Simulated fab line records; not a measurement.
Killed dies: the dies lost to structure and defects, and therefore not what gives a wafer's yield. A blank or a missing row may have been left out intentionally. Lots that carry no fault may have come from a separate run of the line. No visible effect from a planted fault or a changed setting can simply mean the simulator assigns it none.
fab line records	flow nand-harc	part 2 of 2: steps 24 to 33 of 33
record: lots: 5	wafers: 15	last-day: 32
route steps=1302 shown A_CHANNEL_HOLE_D2@601 A_CHANNEL_FILL_D2@610
lots with no fault: from the same line, run without faults
start-h: hours from the record's opening day to when the first of the lot's shown wafers began	wait-h: hours since the lot's step before	" unchanged from the row above	L1.1+2: one row covering several wafers at once	- no value present, or no start provided	* or withheld: withheld	< > ~ a bound
route shown NAME@n: NAME is a module with steps in the file, n the number in the route of the first one	usual: mean and standard deviation over wafers with no fault	same: alike in all rows	chamber/n: place in a boat	sites: each site's reading	_std_site: the values' standard deviation	_edge_site: mean of outer sites minus mean of inner sites	radius-mm: for every site, how far away it sits from the centre of the wafer	mask NAME#n: copy n	behind: the last tool/chamber to shape the wafer	hold: cause of the lot's hold/its duration in hours/its outcome	device: names the non-switching transistor (n, p or np)	end of line: tests of these same wafers at the route's end	a step without rows: its recipe alone	killed: the dies lost at the first sort to structure and to defects; this is not the yield of the wafer	map: a wafer's dies, x killed, . not, _ none there
set.NAME: the setting the step ran with; set.NAME@STEP: the setting that earlier step ran with	model.NAME: the simulator's own value behind a step, which no gauge read
a table for each step, a row for each wafer; lots at some steps of the route
services: when a tool's chamber went out of use (start-h, in hours from the record's first day, below 0 if earlier), for how many hours, and the reason
== steps ==
step: NHARC_A_CHANNEL_FILL_D2_CVD_05
recipe: target-thk-a: 50	temp-c: 550	material: poly-Si
usual: spike-tc-lower-C: 550.6/1.3	zone-power-lower-pct: 7.63/0.12
lot.wafer	tool	chamber	start-h	wait-h	spike-tc-lower-C	zone-power-lower-pct
L083.1	lpcvd-poly-02	0	431.57	2.3	549.9	7.52
L083.5	"	0	"	"	551.6	7.62
L083.6	"	0	"	"	550.5	7.66
L084.1	lpcvd-poly-02	0	431.57	2.3	549.9	7.48
L084.2	"	0	"	"	550.5	7.55
L084.6	"	0	"	"	553.2	7.57
L089.1	lpcvd-poly-04	0	472.40	2.4	550.4	7.81
L089.2	"	0	"	"	548.9	7.62
L089.5	"	0	"	"	552.9	7.76
L094.1	lpcvd-poly-04	0	534.06	2.4	551.3	7.86
L094.3	"	0	"	"	549.8	7.68
L094.6	"	0	"	"	550.3	7.73
L096.1	lpcvd-poly-01	0	548.82	2.3	549.4	7.67
L096.3	"	0	"	"	551.7	7.58
L096.6	"	0	"	"	549.0	7.63
step: NHARC_A_CHANNEL_FILL_D2_ANNEAL_22
recipe: temp-c: 620	time-s: 7200
usual: spike-tc-lower-C: 621.1/1.1	zone-power-lower-pct: 8.0/0.81
lot.wafer	tool	chamber	start-h	wait-h	spike-tc-lower-C	zone-power-lower-pct
L083.1	furnace-01	0	436.33	2.9	621.5	8.9
L083.5	"	0	"	"	621.9	8.8
L083.6	"	0	"	"	622.3	8.8
L084.1	furnace-01	0	436.33	2.9	621.6	8.7
L084.2	"	0	"	"	621.0	8.6
L084.6	"	0	"	"	622.1	8.6
L089.1	furnace-01	0	477.17	2.9	621.8	8.5
L089.2	"	0	"	"	620.4	8.8
L089.5	"	0	"	"	620.7	8.8
L094.1	furnace-08	0	541.53	5.6	619.2	7.0
L094.3	"	0	"	"	620.8	7.0
L094.6	"	0	"	"	620.1	7.0
L096.1	furnace-03	0	554.10	3.4	620.7	8.3
L096.3	"	0	"	"	621.2	8.5
L096.6	"	0	"	"	621.3	8.5
step: NHARC_A_CHANNEL_FILL_D2_ALD_25
recipe: target-thk-a: 600	pulse-time-s: 10	ald-cycles: 600	temp-c: 300	material: SiOx
usual: heater-power-w: 442/49	precursor-pulse-height-rel: 0.998/0.019
same: ald-cycles: 600
lot.wafer	tool	chamber	start-h	wait-h	heater-power-w	precursor-pulse-height-rel
L083.1	ald-hk-02	2	441.69	1.3	430	0.987
L083.6	"	0	442.93	2.5	418	0.997
L083.5	"	1	"	"	505	1.009
L084.1	ald-hk-01	1	444.12	3.7	535	1.000
L084.2	"	2	"	"	451	1.013
L084.6	"	1	446.58	6.2	532	1.007
L089.1	ald-hk-02	2	482.45	1.3	429	0.974
L089.2	"	3	"	"	373	1.012
L089.5	"	1	484.30	3.1	505	1.022
L094.1	ald-hk-02	0	547.18	1.6	451	1.031
L094.3	"	2	548.43	2.9	432	0.984
L094.6	"	0	549.67	4.1	450	0.958
L096.1	ald-hk-01	2	558.15	0.1	441	1.000
L096.3	"	0	559.42	1.3	457	1.043
L096.6	"	3	561.32	3.2	401	1.044
step: NHARC_A_CHANNEL_FILL_D2_ETCHBACK_08
recipe: target-depth-a: 2200	time-s: 110	c4f8-flow-sccm: 20	ar-flow-sccm: withheld	rf-w: 600	bias-w: 300	chemistry: C4F8
usual: oes-product-au: 0.96/0.037	rf-vpp-V: 440.5/2.1
lot.wafer	tool	chamber	start-h	wait-h	oes-product-au	rf-hours-counter-h	rf-vpp-V
L083.1	rie-diel-08	2	-	-	0.93	3	437.6
L083.5	"	0	"	"	0.91	-	442.0
L083.6	"	1	"	"	0.93	-	440.1
L084.2	rie-diel-08	3	-	-	0.97	3	440.9
L084.1	"	1	"	"	1.00	2	440.4
L084.6	"	2	"	"	0.98	-	438.2
L089.2	rie-diel-08	3	-	-	1.00	4	440.7
L089.1	"	0	"	"	0.99	4	443.7
L089.5	"	1	"	"	1.01	-	441.4
L094.1	rie-diel-11	2	-	-	0.92	3	439.0
L094.3	"	0	"	"	0.92	3	439.2
L094.6	"	2	"	"	0.92	-	440.4
L096.1	rie-diel-04	0	-	-	1.01	3	436.2
L096.3	"	2	"	"	1.00	3	441.1
L096.6	"	1	"	"	0.98	-	439.6
step: NHARC_A_CHANNEL_FILL_D2_STRIP_29
recipe: time-s: 20	o2-flow-sccm: 500	ar-flow-sccm: 0	bias-w: 0	chemistry: O2
usual: drypump-motor-current-A: 5.7/0.42	oes-product-au: 0.998/0.009	rf-vpp-V: 57.7/0.84	showerhead-plenum-p-Torr: 3.51/0.12	throttle-valve-pct: 17.036/0.0089
lot.wafer	tool	chamber	start-h	wait-h	drypump-motor-current-A	oes-product-au	rf-hours-counter-h	rf-vpp-V	showerhead-plenum-p-Torr	throttle-valve-pct
L083.1	rie-diel-08	2	-	-	5.2	1.008	3	57.7	3.34	17.022
L083.5	"	1	"	"	5.7	1.007	-	57.8	3.53	17.051
L083.6	"	2	"	"	5.2	0.990	-	57.4	3.34	17.033
L084.1	rie-diel-08	1	-	-	5.6	0.991	2	59.1	3.53	17.062
L084.2	"	0	"	"	5.7	0.989	2	57.7	3.65	17.018
L084.6	"	2	"	"	5.1	0.994	-	57.3	3.34	17.047
L089.2	rie-diel-08	3	486.95	0.1	6.2	0.986	4	57.2	3.55	17.026
L089.1	"	0	"	"	5.7	0.992	4	57.9	3.65	17.036
L089.5	"	0	"	"	5.7	1.003	-	58.0	3.65	17.026
L094.3	rie-diel-11	3	-	-	6.0	1.005	3	57.6	3.41	17.031
L094.1	"	0	"	"	5.5	1.000	3	57.4	3.41	17.037
L094.6	"	1	"	"	6.4	0.993	-	58.5	3.72	17.034
L096.3	rie-diel-04	3	-	-	5.5	1.026	3	57.7	3.58	17.029
L096.1	"	1	"	"	5.7	1.000	3	58.0	3.44	17.041
L096.6	"	2	"	"	6.3	0.999	-	58.5	3.62	17.023
step: NHARC_A_CHANNEL_FILL_D2_PRECLEAN_30
recipe: time-s: 30	chemistry: dHF
lot.wafer	tool	chamber	start-h	wait-h
L083.6+1+5	wet-bench-04	3,6,0	446.27	-
L084.6+2+1	wet-bench-06	1,2,5	450.40	-
L089.5+2+1	wet-bench-04	3,4,0	487.05	-
L094.1+6+3	wet-bench-09	6,7,2	553.01	-
L096.3+1+6	wet-bench-09	0,1,2	564.06	-
step: NHARC_A_CHANNEL_FILL_D2_SRD_31
lot.wafer	tool	chamber	start-h	wait-h
L083.6+1+5	wet-bench-04	3,6,0	446.30	0.0
L084.6+2+1	wet-bench-06	1,2,5	450.42	0.0
L089.5+2+1	wet-bench-04	3,4,0	487.08	0.0
L094.1+6+3	wet-bench-09	6,7,2	553.03	0.0
L096.3+1+6	wet-bench-09	0,1,2	564.09	0.0
step: NHARC_A_CHANNEL_FILL_D2_CVD_09
recipe: target-thk-a: 1500	temp-c: 620	pressure-mtorr: 200	time-s: 3000	material: poly-Si
usual: spike-tc-lower-C: 620.8/1.3	zone-power-lower-pct: 9.30/0.14
lot.wafer	tool	chamber	start-h	wait-h	spike-tc-lower-C	zone-power-lower-pct
L083.1	lpcvd-poly-01	0	448.64	2.3	619.2	9.26
L083.5	"	0	"	"	620.2	9.11
L083.6	"	0	"	"	619.0	9.25
L084.1	lpcvd-poly-04	0	452.86	2.4	621.4	9.43
L084.2	"	0	"	"	621.9	9.53
L084.6	"	0	"	"	620.3	9.57
L089.1	lpcvd-poly-02	0	489.35	2.3	621.9	9.08
L089.2	"	0	"	"	623.1	9.17
L089.5	"	0	"	"	620.4	9.19
L094.1	lpcvd-poly-04	0	553.94	0.9	619.9	9.43
L094.3	"	0	"	"	620.7	9.46
L094.6	"	0	"	"	620.7	9.45
L096.1	lpcvd-poly-02	0	567.12	3.0	622.3	9.35
L096.3	"	0	"	"	622.1	9.01
L096.6	"	0	"	"	623.1	9.14
step: NHARC_A_CHANNEL_FILL_D2_CMP_10
recipe: target-thk-nm: 150
usual: motor-current-A: 12.5/1.4	time-to-endpoint-s: 15.0/2.3
lot.wafer	tool	chamber	start-h	wait-h	motor-current-A	time-to-endpoint-s
L083.1	cmp-01	1	451.84	0.4	12.1	9.3
L083.6	"	3	"	"	13.1	12.6
L083.5	"	0	"	"	13.4	10.7
L084.2	cmp-01	3	456.03	0.4	14.0	17.1
L084.1	"	2	"	"	13.4	15.4
L084.6	"	3	"	"	14.2	15.2
L089.2	cmp-04	2	492.53	0.4	13.3	13.3
L089.1	"	1	"	"	11.4	9.9
L089.5	"	2	"	"	12.7	13.3
L094.3	cmp-01	0	557.13	0.4	13.0	15.7
L094.1	"	1	"	"	12.3	13.4
L094.6	"	2	"	"	13.0	16.7
L096.1	cmp-04	2	570.29	0.4	12.9	15.3
L096.3	"	1	"	"	11.7	12.9
L096.6	"	3	"	"	12.0	18.5
step: NHARC_A_CHANNEL_FILL_D2_SRD_12
lot.wafer	tool	chamber	start-h	wait-h
L083.5+6+1	wet-bench-09	2,3,5	452.10	0.0
L084.2+6+1	wet-bench-04	0,1,5	456.32	0.0
L089.1+5+2	wet-bench-06	1,4,5	492.83	0.0
L094.1+3+6	wet-bench-09	4,5,0	557.37	0.0
L096.3+6+1	wet-bench-06	4,5,6	570.60	0.0
== services ==
tool	chamber	start-h	hours	kind
rie-diel-11	-	378.12	2.4	repair
rie-diel-01	-	380.84	9.0	pm
rie-diel-06	0	390.70	9.6	repair
ald-hk-01	-	390.97	0.4	repair
rie-diel-08	0	393.41	2.2	repair
rie-diel-01	0	401.45	4.7	repair
wet-bench-04	-	403.20	8.0	pm
rie-diel-11	2	424.65	14.1	repair
rie-diel-11	0	426.83	4.5	repair
rie-diel-11	3	428.32	1.6	repair
rie-diel-11	-	432.56	9.0	pm
rie-diel-11	1	455.39	2.2	repair
rie-diel-08	-	457.21	0.4	repair
rie-diel-06	3	458.55	45.8	repair
rie-diel-01	0	468.66	11.7	repair
rie-diel-11	3	469.45	2.4	repair
rie-diel-01	3	472.49	14.8	repair
ald-hk-01	-	478.52	10.0	pm
rie-diel-06	-	484.22	9.0	pm
rie-diel-08	2	484.34	21.7	repair
rie-diel-08	3	506.59	4.7	repair
rie-diel-06	0	513.27	4.5	repair
rie-diel-01	-	513.54	0.4	repair
wet-bench-09	-	528.80	8.0	pm
